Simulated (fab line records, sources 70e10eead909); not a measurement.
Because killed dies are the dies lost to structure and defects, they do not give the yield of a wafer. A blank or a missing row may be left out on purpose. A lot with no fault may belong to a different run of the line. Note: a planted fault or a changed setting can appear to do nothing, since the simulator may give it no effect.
The tool behind it: which one? | flow nand harc | 24 lots, 72 wafers sampled, at 3 steps of a route of 1302

WHAT EACH GAUGE READ, for each wafer
NHARC_A_CONTACT_OVL_MEAS_09.
lot  | measured     | on         | overlay x nm (nm) | overlay y nm (nm)
L075 | day 22 14:32 | overlay-01 | 0.8 0.6 0.7       | -0.6 -0.5 -0.8
L074 | day 22 21:59 | overlay-01 | -0.8 -0.4 0.5     | -0.6 -0.6 -0.3
L076 | day 23 05:02 | overlay-02 | 0.6 0.1 0.7       | -1.2 -1.2 -1.6
L079 | day 23 11:05 | overlay-01 | 1.2 1.2 0.8       | -1.0 -0.8 -0.8
L077 | day 23 13:48 | overlay-01 | 0.9 1.1 1.3       | 0.6 0.8 0.2
L078 | day 23 19:26 | overlay-01 | 0.4 0.0 -0.2      | 1.2 1.5 1.3
L081 | day 24 21:04 | overlay-01 | 0.8 0.7 0.9       | 0.7 0.6 0.4
L080 | day 24 22:39 | overlay-01 | 0.2 -0.2 0.1      | -0.6 -0.3 -0.4
L082 | day 25 13:12 | overlay-01 | -1.8 -1.9 -2.0    | -0.8 -0.5 -0.1
L083 | day 26 01:34 | overlay-02 | -0.1 -0.3 -0.4    | 0.5 0.1 0.2
L084 | day 26 03:21 | overlay-02 | -0.5 -0.5 -0.4    | -0.1 0.2 0.5
L085 | day 26 15:59 | overlay-01 | 0.4 1.0 0.5       | 0.2 1.0 0.5
L087 | day 27 05:02 | overlay-01 | -0.5 0.0 -0.6     | 0.1 0.0 0.1
L086 | day 27 08:07 | overlay-02 | 0.0 0.1 -0.1      | 0.1 -0.1 -1.0
L088 | day 28 02:02 | overlay-01 | 0.5 0.5 0.0       | 0.6 -0.1 0.4
L089 | day 28 10:25 | overlay-02 | -0.1 -0.2 -0.3    | -0.5 -0.1 -0.2
L090 | day 29 04:54 | overlay-02 | -1.4 -1.3 -1.1    | -1.7 -0.9 -2.1
L092 | day 29 10:32 | overlay-02 | -2.2 -2.3 -1.8    | 1.8 1.0 1.3
L091 | day 29 13:33 | overlay-01 | -0.6 -0.9 -0.3    | 0.6 0.0 0.3
L093 | day 30 06:26 | overlay-01 | -0.1 -0.2 -0.6    | 1.8 1.7 1.3
L095 | day 30 12:11 | overlay-01 | -0.2 0.1 -0.1     | 0.7 0.5 0.7
L094 | day 30 13:08 | overlay-01 | -0.4 -0.3 -0.3    | 0.4 0.6 1.1
L096 | day 30 16:10 | overlay-01 | -0.2 -0.3 0.0     | -0.9 -0.5 -1.0
L097 | day 31 05:31 | overlay-02 | 1.0 0.8 0.7       | 0.0 -0.1 -0.1

WHAT TOOL EACH LOT RAN ON (gives the tool, then ch and the chambers of the sampled wafers, and finally the start)
lot  | NHARC_A_CONTACT_ETCH_129             | NHARC_A_CONTACT_DEP_85
L075 | har cap etch-02 ch 0,1, day 22 07:53 | pecvd-03 ch 0,1,2, day 22 13:43
L074 | har cap etch-01 ch 0,1, day 22 14:50 | pecvd-02 ch 0,1,2, day 22 21:18
L076 | har cap etch-01 ch 0,1, day 22 22:25 | pecvd-03 ch 0,1,2, day 23 04:16
L079 | har cap etch-02 ch 0,1, day 23 05:45 | pecvd-02 ch 0,2, day 23 10:17
L077 | har cap etch-01 ch 0,1, day 23 08:41 | pecvd-02 ch 0,2, day 23 13:08
L078 | har cap etch-03 ch 0,1, day 23 14:15 | pecvd-03 ch 0,1,2, day 23 18:38
L081 | har cap etch-02 ch 0, day 24 15:04   | pecvd-02 ch 1,2, day 24 20:23
L080 | har cap etch-03 ch 0, day 24 16:51   | pecvd-02 ch 0,2, day 24 21:50
L082 | har cap etch-02 ch 0,1, day 25 08:01 | pecvd-04 ch 1,2, day 25 12:23
L083 | har cap etch-01 ch 0,1, day 25 20:14 | pecvd-03 ch 1,2, day 26 00:53
L084 | har cap etch-03 ch 0,1, day 25 21:37 | pecvd-04 ch 0,1, day 26 02:40
L085 | har cap etch-02 ch 0,1, day 26 09:02 | pecvd-04 ch 0,1, day 26 15:19
L087 | har cap etch-01 ch 1, day 26 23:53   | pecvd-02 ch 0,2, day 27 04:14
L086 | har cap etch-03 ch 0,1, day 27 02:54 | pecvd-02 ch 0,2, day 27 07:18
L088 | har cap etch-02 ch 0,1, day 27 18:46 | pecvd-03 ch 0,1,2, day 28 01:24
L089 | har cap etch-01 ch 0,1, day 28 05:09 | pecvd-04 ch 0,1,2, day 28 09:41
L090 | har cap etch-03 ch 0,1, day 28 22:36 | pecvd-02 ch 0,1,2, day 29 04:09
L092 | har cap etch-01 ch 0, day 29 03:41   | pecvd-04 ch 0,2, day 29 09:45
L091 | har cap etch-02 ch 0,1, day 29 06:35 | pecvd-03 ch 1,2, day 29 12:46
L093 | har cap etch-02 ch 0,1, day 29 23:30 | pecvd-03 ch 0,1, day 30 05:38
L095 | har cap etch-01 ch 1, day 30 06:26   | pecvd-02 ch 0,1, day 30 11:23
L094 | har cap etch-03 ch 0,1, day 30 07:14 | pecvd-02 ch 0,1,2, day 30 12:21
L096 | har cap etch-01 ch 0,1, day 30 09:42 | pecvd-02 ch 0,1,2, day 30 15:28
L097 | har cap etch-03 ch 0,1, day 31 00:20 | pecvd-04 ch 1,2, day 31 04:44
- NHARC_A_CONTACT_ETCH_129: etches the open film in C4F8/O2/Ar, time 197 s, target depth 1918 nm.
- NHARC_A_CONTACT_DEP_85: deposits SiON, target thk 60 nm.

WHAT THE TOOLS THEMSELVES READ (means of the sampled wafers that have a number; where no wafer has one, the mark that the record gives instead)
NHARC_A_CONTACT_DEP_85.
lot  | tool     | chamber pressure Torr (Torr) | heater power w (W)
L075 | pecvd-03 | 3.505                        | 700
L074 | pecvd-02 | 3.498                        | 735
L076 | pecvd-03 | 3.500                        | 668
L079 | pecvd-02 | 3.505                        | 665
L077 | pecvd-02 | 3.501                        | 672
L078 | pecvd-03 | 3.498                        | 690
L081 | pecvd-02 | 3.503                        | 849
L080 | pecvd-02 | 3.497                        | 697
L082 | pecvd-04 | 3.495                        | 798
L083 | pecvd-03 | 3.501                        | 731
L084 | pecvd-04 | 3.497                        | 724
L085 | pecvd-04 | 3.501                        | 729
L087 | pecvd-02 | 3.503                        | 630
L086 | pecvd-02 | 3.491                        | 655
L088 | pecvd-03 | 3.504                        | 704
L089 | pecvd-04 | 3.504                        | 798
L090 | pecvd-02 | 3.493                        | 725
L092 | pecvd-04 | 3.505                        | 821
L091 | pecvd-03 | 3.495                        | 776
L093 | pecvd-03 | 3.509                        | 666
L095 | pecvd-02 | 3.502                        | 708
L094 | pecvd-02 | 3.498                        | 734
L096 | pecvd-02 | 3.496                        | 672
L097 | pecvd-04 | 3.498                        | 879

THE ANSWER, worked out from the rows above alone
Rule: what is usual is taken from the lots themselves. Put in order of their means at a reading, lots are off if they are a third of the lots or fewer, leave a main group of 4 or more, and stand apart from it by a gap of 3 or more times the standard deviation of the main group's means; of several such gaps the widest counts. A main group is skipped when, at the precision printed for the reading in the tables above, its means are all equal. A lot without any number at a reading at which 4 lots or more have one is off too. All remaining lots with rows at the step are treated as sound. Order of review: gauges by route order, followed by the tools' own readings, for which a lot's mean as printed above is used. The first step at which some lot is off is used, and at that step the reading that is off furthest; a lot without a number counts as furthest.
Across all readings shown, no lot is off: no conclusion can be drawn from this.

WHAT WAS PUT IN BY THE SIMULATOR
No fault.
